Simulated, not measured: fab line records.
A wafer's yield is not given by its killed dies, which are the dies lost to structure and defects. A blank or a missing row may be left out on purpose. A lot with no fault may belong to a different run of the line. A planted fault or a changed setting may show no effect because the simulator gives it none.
fab line records | flow n5-finfet
record: lots: 24 wafers: 72 last-day: 17
route steps=1938 shown BEOL_M5@1172 BEOL_M6@1194
lots that met no fault: taken from a fault-free run of the same line
start-h: start of the lot's first displayed wafer, in hours after the record's first day | wait-h: hours from the lot's prior step to this one | " the same as in the row above | L1.1+2: one row covering several wafers at once | - no value, or no start given | * or withheld: withheld | < > ~ a bound
route shown NAME@n: names a module that has steps shown in the file, with the first one's number in the route | usual: mean and standard deviation over wafers with no fault | same: alike in all rows | chamber/n: place in a boat | sites: each site's reading | _std_site: standard deviation of those values | _edge_site: mean of outer sites minus mean of inner sites | radius-mm: for every site, how far away it sits from the centre of the wafer | mask NAME#n: copy n | behind: the tool/chamber that last shaped the wafer | hold: the reason the lot was held/the length of the hold in hours/how it ended | device: the n, p or np transistor that did not switch | end of line: the route-end tests of the same wafers | for a step that has no rows: nothing shown but its recipe | killed: the dies lost at the first sort to structure and to defects; this is not the yield of the wafer | map: per-die view of a wafer (x killed, . not killed, _ where there is no die)
set.NAME: the run value of the setting; set.NAME@STEP: its run value at that earlier step | model.NAME: the simulator's own value behind a step, which no gauge read
one table for each step of the route and one row for each wafer, over a sample of lots
services: a tool's chamber out of use, with start hour (start-h, from the record's first day; less than 0 if before it), hours out, and reason
== steps ==
step: N5_BEOL_M5_ALD_86
recipe: material: TaN target-thk-a: * temp-c: 275 ald-precursor-family: PDMAT ald-co-reactant: NH3 pressure-torr: 3 carrier-flow-sccm: 1500 pulse-time-s: 2 purge-time-s: 3 co-reactant-purge-time-s: 2 co-reactant-pulse-time-s: 3 ald-cycles: 30 precursor-vessel-temp-c: 75 precursor-vessel-pressure-torr: 26.25 precursor-vessel-carrier-sccm: 1000
usual: heater-power-w: 392/34 mfc-carrier-sccm: 1500/4.8
columns lot.wafer tool chamber start-h wait-h heater-power-w mfc-carrier-sccm
L074.1 ald-metal-01 2 166.23 0.1 352 1491
L074.3 " 0 " " 447 1499
L074.6 " 2 " " 369 1495
L076.1 ald-metal-04 3 174.33 0.0 391 1506
L076.4 " 0 " " 396 1496
L076.6 " 2 " " 370 1504
L075.1 ald-metal-04 2 176.58 0.1 378 1503
L075.3 " 0 " " 408 1499
L075.6 " 3 " " 387 1501
L077.2 ald-metal-01 0 198.60 0.1 465 1502
L077.3 " 1 " " 435 1494
L077.5 " 2 " " 360 1501
L079.2 ald-metal-04 3 203.65 0.1 390 1501
L079.4 " 2 " " 374 1498
L079.6 " 2 " " 371 1498
L078.1 ald-metal-01 0 205.86 0.0 459 1501
L078.2 " 1 " " 446 1509
L078.5 " 3 " " 337 1497
L081.3 ald-metal-01 0 206.85 0.3 457 1489
L081.5 " 2 " " 355 1496
L081.6 " 1 " " 441 1497
L080.1 ald-metal-04 1 210.76 0.1 417 1503
L080.4 " 3 " " 391 1501
L080.5 " 3 " " 388 1501
L082.1 ald-metal-01 0 210.94 0.0 463 1504
L082.2 " 2 " " 351 1506
L082.5 " 2 " " 354 1501
L083.2 ald-metal-04 3 223.95 0.1 402 1501
L083.3 " 2 " " 364 1500
L083.4 " 0 " " 409 1498
L084.1 ald-metal-04 3 227.63 0.0 393 1497
L084.2 " 1 " " 414 1502
L084.3 " 0 " " 412 1499
L085.1 ald-metal-01 3 236.29 0.3 349 1500
L085.2 " 1 " " 441 1507
L085.3 " 0 " " 457 1502
L086.1 ald-metal-01 3 247.15 0.1 347 1497
L086.2 " 0 " " 461 1483
L086.4 " 2 " " 351 1499
L088.2 ald-metal-04 3 251.22 0.1 383 1502
L088.3 " 1 " " 415 1509
L088.5 " 3 " " 386 1493
L087.1 ald-metal-04 2 254.76 0.1 370 1499
L087.5 " 3 " " 396 1496
L087.6 " 0 " " 401 1508
L089.2 ald-metal-01 2 267.56 0.3 360 1503
L089.5 " 3 " " 346 1495
L089.6 " 2 " " 361 1508
L091.1 ald-metal-02 0 272.62 0.0 397 1492
L091.2 " 1 " " 414 1499
L091.6 " 2 " " 399 1493
L090.1 ald-metal-01 0 272.68 0.0 461 1497
L090.3 " 1 " " 432 1496
L090.4 " 3 " " 356 1497
L092.1 ald-metal-04 3 274.51 0.3 395 1502
L092.2 " 0 " " 398 1494
L092.4 " 2 " " 357 1498
L093.2 ald-metal-01 1 281.67 0.0 440 1497
L093.5 " 1 " " 440 1499
L093.6 " 2 " " 356 1504
L094.3 ald-metal-02 2 289.95 0.0 386 1507
L094.4 " 3 " " 351 1501
L094.5 " 2 " " 391 1499
L095.1 ald-metal-02 0 296.15 0.0 400 1500
L095.2 " 1 " " 409 1505
L095.6 " 2 " " 388 1498
L096.1 ald-metal-04 3 315.13 0.0 384 1498
L096.2 " 1 " " 411 1502
L096.5 " 2 " " 369 1502
L097.1 ald-metal-04 1 316.85 0.1 410 1504
L097.2 " 3 " " 379 1502
L097.5 " 0 " " 402 1502
step: N5_BEOL_M5_SURFACE_TREAT_87
recipe: gas: Ar time-s: * ion-energy-ev: * ion-current-ma-cm2: 0.5 pressure-mtorr: * ar-flow-sccm: 30
usual: throttle-valve-pct: *
columns lot.wafer tool chamber start-h wait-h throttle-valve-pct
L074.1 pvd-sputter-03 - 166.48 0.1 *
L074.3 " - " " *
L074.6 " - " " *
L076.1 pvd-sputter-02 - 174.64 0.2 *
L076.4 " - " " *
L076.6 " - " " *
L075.1 pvd-sputter-03 - 176.82 0.1 *
L075.3 " - " " *
L075.6 " - " " *
L077.2 pvd-sputter-03 - 198.84 0.1 *
L077.3 " - " " *
L077.5 " - " " *
L079.2 pvd-sputter-03 - 203.94 0.2 *
L079.4 " - " " *
L079.6 " - " " *
L078.1 pvd-sputter-01 - 206.11 0.2 *
L078.2 " - " " *
L078.5 " - " " *
L081.3 pvd-sputter-03 - 208.69 1.7 *
L081.5 " - " " *
L081.6 " - " " *
L080.1 pvd-sputter-02 - 211.08 0.2 *
L080.4 " - " " *
L080.5 " - " " *
L082.1 pvd-sputter-02 - 211.20 0.2 *
L082.2 " - " " *
L082.5 " - " " *
L083.2 pvd-sputter-03 - 224.22 0.2 *
L083.3 " - " " *
L083.4 " - " " *
L084.1 pvd-sputter-03 - 228.16 0.4 *
L084.2 " - " " *
L084.3 " - " " *
L085.1 pvd-sputter-03 - 237.49 1.1 *
L085.2 " - " " *
L085.3 " - " " *
L086.1 pvd-sputter-01 - 247.38 0.1 *
L086.2 " - " " *
L086.4 " - " " *
L088.2 pvd-sputter-03 - 251.50 0.2 *
L088.3 " - " " *
L088.5 " - " " *
L087.1 pvd-sputter-01 - 255.22 0.4 *
L087.5 " - " " *
L087.6 " - " " *
L089.2 pvd-sputter-01 - 267.83 0.2 *
L089.5 " - " " *
L089.6 " - " " *
L091.1 pvd-sputter-03 - 272.86 0.1 *
L091.2 " - " " *
L091.6 " - " " *
L090.1 pvd-sputter-03 - 272.91 0.1 *
L090.3 " - " " *
L090.4 " - " " *
L092.1 pvd-sputter-03 - 274.78 0.2 *
L092.2 " - " " *
L092.4 " - " " *
L093.2 pvd-sputter-02 - 281.91 0.1 *
L093.5 " - " " *
L093.6 " - " " *
L094.3 pvd-sputter-01 - 290.22 0.2 *
L094.4 " - " " *
L094.5 " - " " *
L095.1 pvd-sputter-02 - 296.37 0.1 *
L095.2 " - " " *
L095.6 " - " " *
L096.1 pvd-sputter-03 - 315.39 0.2 *
L096.2 " - " " *
L096.5 " - " " *
L097.1 pvd-sputter-03 - 317.15 0.2 *
L097.2 " - " " *
L097.5 " - " " *
step: N5_BEOL_M5_SPUTTER_88
recipe: material: Cu target-thk-a: 150 temp-c: -20 chamber-pressure-pa: 0.07 power-w: withheld time-s: 27.62
usual: throttle-valve-pct: 30.3/1.1
columns lot.wafer tool chamber start-h wait-h throttle-valve-pct
L074.1 pvd-sputter-02 - 169.99 0.5 29.2
L074.3 " - " " 31.4
L074.6 " - " " 29.1
L076.1 pvd-sputter-01 - 178.16 0.5 30.7
L076.4 " - " " 29.5
L076.6 " - " " 30.9
L075.1 pvd-sputter-02 - 181.06 0.5 31.5
L075.3 " - " " 29.9
L075.6 " - " " 29.1
L077.2 pvd-sputter-03 - 202.34 0.5 31.5
L077.3 " - " " 29.4
L077.5 " - " " 31.7
L079.2 pvd-sputter-03 - 207.52 0.5 28.1
L079.4 " - " " 30.1
L079.6 " - " " 30.0
L078.1 pvd-sputter-01 - 209.67 0.5 31.1
L078.2 " - " " 29.7
L078.5 " - " " 31.0
L081.3 pvd-sputter-03 - 212.21 0.5 30.0
L081.5 " - " " 31.9
L081.6 " - " " 30.2
L080.1 pvd-sputter-02 - 214.62 0.5 31.4
L080.4 " - " " 29.9
L080.5 " - " " 29.7
L082.1 pvd-sputter-01 - 214.82 0.5 30.8
L082.2 " - " " 30.9
L082.5 " - " " 30.8
L083.2 pvd-sputter-01 - 227.75 0.5 31.1
L083.3 " - " " 29.4
L083.4 " - " " 31.5
L084.1 pvd-sputter-03 - 231.66 0.5 31.8
L084.2 " - " " 29.3
L084.3 " - " " 28.5
L085.1 pvd-sputter-02 - 241.26 0.5 30.3
L085.2 " - " " 29.1
L085.3 " - " " 29.7
L086.1 pvd-sputter-02 - 250.87 0.5 31.3
L086.2 " - " " 30.3
L086.4 " - " " 29.1
L088.2 pvd-sputter-03 - 255.06 0.5 28.4
L088.3 " - " " 30.5
L088.5 " - " " 30.4
L087.1 pvd-sputter-01 - 258.74 0.5 31.6
L087.5 " - " " 30.7
L087.6 " - " " 31.1
L089.2 pvd-sputter-01 - 271.35 0.5 30.9
L089.5 " - " " 31.4
L089.6 " - " " 31.0
L091.1 pvd-sputter-01 - 276.38 0.5 31.2
L091.2 " - " " 31.2
L091.6 " - " " 30.7
L090.1 pvd-sputter-02 - 276.46 0.5 31.4
L090.3 " - " " 29.1
L090.4 " - " " 30.2
L092.1 pvd-sputter-03 - 278.40 0.5 28.3
L092.2 " - " " 31.9
L092.4 " - " " 29.0
L093.2 pvd-sputter-03 - 285.43 0.5 28.2
L093.5 " - " " 30.4
L093.6 " - " " 28.5
L094.3 pvd-sputter-03 - 293.70 0.5 30.0
L094.4 " - " " 29.2
L094.5 " - " " 30.1
L095.1 pvd-sputter-02 - 299.85 0.5 28.9
L095.2 " - " " 31.7
L095.6 " - " " 29.1
L096.1 pvd-sputter-01 - 319.02 0.5 31.9
L096.2 " - " " 31.0
L096.5 " - " " 30.6
L097.1 pvd-sputter-03 - 320.65 0.5 31.9
L097.2 " - " " 30.2
L097.5 " - " " 31.7
step: N5_BEOL_M6_ILD_DEP_00
recipe: material: SiCOH_lowk target-thk-a: 1797.5 temp-c: 300 precursor: DEMS/porogen pressure-torr: 5 rf-w: 500 time-s: 33.4
usual: heater-power-w: 320/38 showerhead-plenum-p-Torr: 5.742/0.015 showerhead-vpp-V: 1359/55 throttle-valve-pct: 13.8/0.89
columns lot.wafer tool chamber start-h wait-h heater-power-w showerhead-plenum-p-Torr showerhead-vpp-V throttle-valve-pct
L074.1 pecvd-01 0 172.90 0.0 263 5.732 1328 13.3
L074.3 " 1 " " 362 5.764 1364 14.0
L074.6 " 1 " " 367 5.755 1373 14.4
L076.1 pecvd-02 1 180.37 0.0 311 5.734 1366 14.3
L076.4 " 1 " " 315 5.733 1348 14.2
L076.6 " 2 " " 309 5.738 1339 13.3
L075.1 pecvd-04 0 183.30 0.0 286 5.728 1254 13.6
L075.3 " 2 " " 289 5.774 1385 12.4
L075.6 " 1 " " 349 5.735 1337 14.8
L077.2 pecvd-01 0 204.81 0.0 263 5.722 1366 13.5
L077.3 " 1 " " 324 5.762 1336 13.8
L077.5 " 2 " " 313 5.762 1423 14.3
L079.2 pecvd-04 0 210.01 0.0 289 5.723 1279 13.6
L079.4 " 1 " " 368 5.736 1284 15.2
L079.6 " 0 " " 302 5.721 1241 13.6
L078.1 pecvd-01 0 211.90 0.0 285 5.731 1335 13.2
L078.2 " 2 " " 317 5.751 1419 14.3
L078.5 " 2 " " 328 5.743 1420 14.2
L081.3 pecvd-01 0 214.41 0.0 263 5.761 1350 13.1
L081.5 " 2 " " 291 5.764 1409 14.2
L081.6 " 1 " " 382 5.745 1356 13.7
L080.1 pecvd-04 0 218.15 0.0 309 5.721 1265 13.7
L080.4 " 0 " " 308 5.727 1289 13.5
L080.5 " 2 " " 319 5.759 1399 12.0
L082.1 pecvd-04 1 218.27 0.0 300 5.721 1309 15.1
L082.2 " 0 " " 282 5.731 1296 13.7
L082.5 " 0 " " 285 5.719 1277 13.7
L083.2 pecvd-04 1 230.07 0.0 335 5.732 1316 15.2
L083.3 " 0 " " 278 5.729 1255 13.8
L083.4 " 2 " " 347 5.759 1411 12.1
L084.1 pecvd-02 0 233.87 0.0 346 5.737 1463 14.7
L084.2 " 2 " " 278 5.755 1370 13.6
L084.3 " 1 " " 289 5.745 1357 14.1
L085.1 pecvd-02 1 243.47 0.0 280 5.738 1345 14.0
L085.2 " 2 " " 310 5.739 1356 13.4
L085.3 " 0 " " 383 5.743 1463 15.0
L086.1 pecvd-04 0 253.10 0.0 308 5.735 1276 14.1
L086.2 " 2 " " 346 5.769 1411 12.3
L086.4 " 1 " " 295 5.725 1323 15.1
L088.2 pecvd-02 0 257.28 0.0 389 5.741 1450 14.7
L088.3 " 1 " " 312 5.743 1363 14.1
L088.5 " 0 " " 398 5.741 1436 15.2
L087.1 pecvd-04 1 261.38 0.0 354 5.723 1312 15.1
L087.5 " 0 " " 324 5.738 1272 13.6
L087.6 " 1 " " 355 5.730 1308 15.2
L089.2 pecvd-01 1 273.55 0.0 414 5.755 1381 13.8
L089.5 " 0 " " 284 5.739 1307 13.6
L089.6 " 1 " " 410 5.743 1362 13.9
L091.1 pecvd-01 0 278.58 0.0 235 5.731 1331 13.4
L091.2 " 2 " " 312 5.753 1424 12.3
L091.6 " 1 " " 321 5.759 1358 13.8
L090.1 pecvd-02 1 278.67 0.0 290 5.753 1349 14.3
L090.3 " 0 " " 349 5.751 1447 15.0
L090.4 " 1 " " 307 5.734 1347 14.2
L092.1 pecvd-01 2 280.62 0.0 291 5.739 1416 12.6
L092.2 " 0 " " 280 5.742 1339 13.4
L092.4 " 0 " " 293 5.733 1323 13.8
L093.2 pecvd-04 1 287.91 0.0 345 5.718 1317 15.0
L093.5 " 0 " " 310 5.729 1267 14.0
L093.6 " 1 " " 351 5.733 1332 15.1
L094.3 pecvd-02 1 295.90 0.0 322 5.733 1353 14.0
L094.4 " 1 " " 326 5.742 1368 14.3
L094.5 " 2 " " 312 5.750 1323 13.5
L095.1 pecvd-01 2 302.07 0.0 302 5.735 1420 12.6
L095.2 " 0 " " 274 5.714 1368 13.6
L095.6 " 1 " " 415 5.744 1354 14.3
L096.1 pecvd-04 1 321.23 0.0 357 5.746 1308 14.7
L096.2 " 0 " " 319 5.715 1272 13.7
L096.5 " 1 " " 355 5.748 1308 15.1
L097.1 pecvd-04 1 322.86 0.0 323 5.737 1334 15.2
L097.2 " 0 " " 257 5.727 1277 14.1
L097.5 " 2 " " 339 5.761 1424 12.3
step: N5_BEOL_M6_OVL_MEAS_12
recipe: points-per-wafer: 44
usual: M6_OVL: -0.3/0.67
columns lot.wafer tool chamber start-h wait-h M6_OVL[nm]
L074.1 overlay-01 0 174.74 0.0 0.5
L074.3 " 0 " " 0.2
L074.6 " 0 " " 1.1
L076.1 overlay-02 0 183.05 0.0 -0.2
L076.4 " 0 " " -0.2
L076.6 " 0 " " -1.0
L075.1 overlay-01 0 186.11 0.0 -1.4
L075.3 " 0 " " -0.1
L075.6 " 0 " " -1.0
L077.2 overlay-02 0 206.54 0.0 -1.8
L077.3 " 0 " " -0.5
L077.5 " 0 " " -0.7
L079.2 overlay-01 0 211.38 0.0 -1.0
L079.4 " 0 " " -0.3
L079.6 " 0 " " -1.0
L078.1 overlay-01 0 216.46 0.0 0.4
L078.2 " 0 " " 0.4
L078.5 " 0 " " -0.1
L081.3 overlay-01 0 216.62 0.0 -0.7
L081.5 " 0 " " -1.6
L081.6 " 0 " " 0.0
L080.1 overlay-02 0 221.09 0.0 -0.7
L080.4 " 0 " " 0.2
L080.5 " 0 " " -1.5
L082.1 overlay-02 0 221.26 0.0 -1.0
L082.2 " 0 " " -0.5
L082.5 " 0 " " -1.2
L083.2 overlay-02 0 232.29 0.0 -0.3
L083.3 " 0 " " -0.6
L083.4 " 0 " " -0.5
L084.1 overlay-01 0 235.70 0.0 1.1
L084.2 " 0 " " -0.3
L084.3 " 0 " " 0.7
L085.1 overlay-01 0 246.78 0.0 0.2
L085.2 " 0 " " -1.1
L085.3 " 0 " " -0.7
L086.1 overlay-01 0 255.17 0.0 0.2
L086.2 " 0 " " -0.3
L086.4 " 0 " " 1.0
L088.2 overlay-02 0 259.07 0.0 0.6
L088.3 " 0 " " -0.4
L088.5 " 0 " " 0.4
L087.1 overlay-02 0 263.94 0.0 -0.6
L087.5 " 0 " " -1.1
L087.6 " 0 " " -1.1
L089.2 overlay-01 0 275.09 0.0 -0.3
L089.5 " 0 " " -0.1
L089.6 " 0 " " -1.1
L091.1 overlay-01 0 281.42 0.0 -0.4
L091.2 " 0 " " -0.1
L091.6 " 0 " " -0.6
L090.1 overlay-02 0 281.63 0.0 -0.4
L090.3 " 0 " " -0.6
L090.4 " 0 " " -0.8
L092.1 overlay-02 0 282.34 0.0 1.0
L092.2 " 0 " " 0.8
L092.4 " 0 " " -0.3
L093.2 overlay-01 0 290.39 0.0 0.1
L093.5 " 0 " " 0.1
L093.6 " 0 " " -0.6
L094.3 overlay-01 0 297.42 0.0 -0.5
L094.4 " 0 " " -0.9
L094.5 " 0 " " -0.7
L095.1 overlay-01 0 303.79 0.0 -1.5
L095.2 " 0 " " 0.5
L095.6 " 0 " " 0.0
L096.1 overlay-01 0 322.77 0.0 -0.5
L096.2 " 0 " " -0.1
L096.5 " 0 " " 0.2
L097.1 overlay-02 0 324.06 0.0 0.3
L097.2 " 0 " " 0.1
L097.5 " 0 " " -0.2
step: N5_BEOL_M6_ETCH_61
recipe: chemistry: CF4 target: SiARC target-depth-a: 455 mask-material: CAR-ArF time-s: 75.8 ion-energy-ev: 80 pressure-mtorr: 40 source-w: 545 bias-w: 36 Ar_flow_sccm: 100 cf4-flow-sccm: 100 ends: cleared
usual: drypump-motor-current-A: 5.7/0.44 etch-rf-on-time-s: 75.1/1.5 oes-product-au: 0.68/0.075 rf-vpp-V: 183.9/1.2 showerhead-plenum-p-Torr: 2.12/0.071 throttle-valve-pct: 15.57/0.14
columns lot.wafer tool chamber start-h wait-h drypump-motor-current-A etch-rf-on-time-s oes-product-au rf-hours-counter-h rf-vpp-V showerhead-plenum-p-Torr throttle-valve-pct
L074.1 rie-diel-03 3 174.84 0.0 5.6 76.4 0.75 40 183.7 2.09 15.47
L074.3 " 0 " " 6.1 74.8 0.69 102 182.0 2.08 15.63
L074.6 " 1 " " 5.3 73.4 0.84 - 184.1 2.19 15.52
L076.1 rie-diel-05 0 183.16 0.0 5.7 75.0 0.61 193 183.3 2.12 15.70
L076.4 " 0 " " 5.7 74.6 0.62 - 183.7 2.12 15.70
L076.6 " 1 " " 5.2 77.5 0.62 - 184.6 2.12 15.66
L075.1 rie-diel-03 2 186.39 0.0 6.2 73.1 0.64 174 182.5 2.04 15.63
L075.3 " 0 " " 6.1 73.2 0.70 106 184.4 2.08 15.61
L075.6 " 0 " " 6.1 73.5 0.70 - 183.4 2.08 15.63
L077.2 rie-diel-03 2 206.63 0.0 6.2 73.2 0.64 180 183.2 2.04 15.64
L077.3 " 1 " " 5.3 73.7 0.80 18 184.0 2.18 15.54
L077.5 " 2 " " 6.2 73.1 0.63 - 182.9 2.04 15.64
L079.2 rie-diel-06 2 211.48 0.0 5.7 77.5 0.80 9 186.4 2.27 15.30
L079.4 " 0 " " 5.0 79.4 0.58 248 184.1 2.19 15.87
L079.6 " 0 " " 5.1 79.2 0.58 - 183.9 2.19 15.86
L078.1 rie-diel-03 3 216.55 0.0 5.6 75.9 0.73 56 185.1 2.09 15.52
L078.2 " 1 " " 5.3 74.8 0.79 23 185.5 2.18 15.58
L078.5 " 1 " " 5.3 74.2 0.79 - 184.5 2.18 15.54
L081.3 rie-diel-06 0 216.71 0.0 5.0 79.9 0.57 249 185.8 2.19 15.86
L081.5 " 2 " " 5.7 77.5 0.79 - 184.0 2.27 15.32
L081.6 " 1 " " 5.4 75.2 0.65 - 185.0 2.13 15.37
L080.1 rie-diel-03 0 221.18 0.0 6.1 74.5 0.68 119 183.3 2.07 15.67
L080.4 " 2 " " 6.2 73.8 0.63 187 184.5 2.04 15.65
L080.5 " 1 " " 5.3 75.5 0.79 - 183.7 2.18 15.57
L082.1 rie-diel-06 3 221.35 0.0 6.4 75.7 0.61 215 183.2 2.04 15.66
L082.2 " 1 " " 5.4 74.7 0.66 152 185.2 2.13 15.38
L082.5 " 3 " " 6.4 75.7 0.61 - 181.9 2.04 15.64
L083.2 rie-diel-03 1 232.41 0.0 5.3 73.8 0.79 29 184.5 2.18 15.57
L083.3 " 2 " " 6.2 73.2 0.63 191 182.2 2.04 15.66
L083.4 " 3 " " 5.6 76.2 0.72 62 182.4 2.09 15.51
L084.1 rie-diel-06 2 236.10 0.0 5.6 76.5 0.77 19 184.9 2.27 15.34
L084.2 " 1 " " 5.4 74.0 0.64 158 183.6 2.13 15.39
L084.3 " 3 " " 6.4 76.1 0.60 221 183.8 2.03 15.66
L085.1 rie-diel-05 3 246.88 0.0 5.2 72.9 0.75 39 183.0 2.09 15.64
L085.2 " 1 " " 5.2 75.8 0.60 211 183.4 2.11 15.69
L085.3 " 0 " " 5.7 74.6 0.61 214 183.6 2.12 15.75
L086.1 rie-diel-05 3 255.26 0.0 5.2 73.2 0.75 41 182.6 2.09 15.63
L086.2 " 0 " " 5.7 74.8 0.60 218 183.6 2.11 15.77
L086.4 " 1 " " 5.2 76.8 0.59 215 183.5 2.11 15.72
L088.2 rie-diel-05 0 259.16 0.0 5.7 74.6 0.61 219 182.9 2.12 15.76
L088.3 " 3 " " 5.2 72.8 0.75 42 183.6 2.09 15.63
L088.5 " 0 " " 5.7 74.5 0.61 - 183.7 2.11 15.75
L087.1 rie-diel-03 0 264.20 0.0 6.1 74.7 0.67 132 182.4 2.07 15.69
L087.5 " 2 " " 6.2 74.4 0.62 - 183.8 2.03 15.68
L087.6 " 1 " " 5.3 74.7 0.77 - 183.9 2.18 15.59
L089.2 rie-diel-06 3 275.18 0.0 6.4 75.2 0.59 233 183.5 2.03 15.68
L089.5 " 2 " " 5.6 75.8 0.75 - 185.9 2.26 15.37
L089.6 " 3 " " 6.4 75.5 0.59 - 182.4 2.03 15.69
L091.1 rie-diel-06 1 282.18 0.0 5.4 73.4 0.64 175 184.1 2.13 15.41
L091.2 " 2 " " 5.6 77.0 0.74 37 186.5 2.26 15.36
L091.6 " 0 " " 5.0 77.9 0.79 - 184.1 2.19 15.41
L090.1 rie-diel-03 1 282.37 0.0 5.3 74.2 0.76 46 184.7 2.17 15.61
L090.3 " 0 " " 6.1 73.7 0.67 139 182.6 2.07 15.68
L090.4 " 0 " " 6.1 74.0 0.67 - 184.7 2.07 15.67
L092.1 rie-diel-06 1 282.50 0.0 5.4 74.1 0.64 175 185.7 2.12 15.42
L092.2 " 3 " " 6.4 75.8 0.59 236 184.1 2.03 15.68
L092.4 " 2 " " 5.6 77.4 0.74 37 185.8 2.26 15.37
L093.2 rie-diel-06 3 290.48 0.0 6.5 75.2 0.59 238 183.1 2.03 15.70
L093.5 " 3 " " 6.4 75.1 0.60 - 183.3 2.03 15.70
L093.6 " 0 " " 5.1 76.4 0.79 - 184.6 2.19 15.40
L094.3 rie-diel-05 0 297.89 0.0 5.7 74.8 0.60 233 184.3 2.11 15.78
L094.4 " 2 " " 5.6 74.7 0.61 228 184.3 2.20 15.43
L094.5 " 1 " " 5.2 75.6 0.60 - 183.8 2.11 15.73
L095.1 rie-diel-03 2 304.03 0.0 6.2 72.9 0.61 216 182.2 2.03 15.71
L095.2 " 1 " " 5.3 73.8 0.75 54 186.0 2.17 15.62
L095.6 " 0 " " 6.1 74.2 0.65 - 182.0 2.06 15.71
L096.1 rie-diel-03 0 322.86 0.0 6.1 75.0 0.65 154 183.4 2.06 15.72
L096.2 " 2 " " 6.2 74.2 0.61 222 183.6 2.03 15.71
L096.5 " 2 " " 6.2 74.5 0.61 - 183.2 2.03 15.72
L097.1 rie-diel-06 1 324.15 0.0 5.4 75.9 0.62 190 184.7 2.12 15.46
L097.2 " 3 " " 6.4 76.6 0.58 249 182.2 2.03 15.72
L097.5 " 0 " " 5.0 77.2 0.77 - 183.4 2.18 15.45
== services ==
columns tool chamber start-h hours kind
pecvd-04 2 142.72 2.1 scheduled-down
pecvd-04 2 147.09 5.5 scheduled-down
rie-diel-06 2 158.01 - clean
rie-diel-06 2 158.01 - consumable-replace:focus-ring
rie-diel-06 2 158.01 - consumable-replace:showerhead
pecvd-04 - 164.08 1.0 repair
pecvd-01 1 167.18 4.5 repair
rie-diel-05 2 169.34 16.3 repair
rie-diel-05 0 170.33 5.8 repair
pecvd-04 0 174.70 5.5 scheduled-down
ald-metal-04 1 211.16 6.9 repair
pecvd-01 - 219.34 6.0 pm
rie-diel-03 0 223.19 7.0 repair
pecvd-01 2 234.42 2.5 repair
rie-diel-06 3 249.82 7.8 repair
rie-diel-06 1 268.25 3.5 repair
ald-metal-02 3 271.11 12.5 repair
rie-diel-05 1 280.42 2.5 repair
pvd-sputter-01 - 290.79 0.8 repair
pvd-sputter-01 - 294.87 7.9 repair
ald-metal-01 - 294.99 2.7 repair
pecvd-02 - 303.54 3.5 repair
ald-metal-02 2 307.98 22.7 repair
pecvd-01 0 316.01 5.0 repair
== key ==
fault none
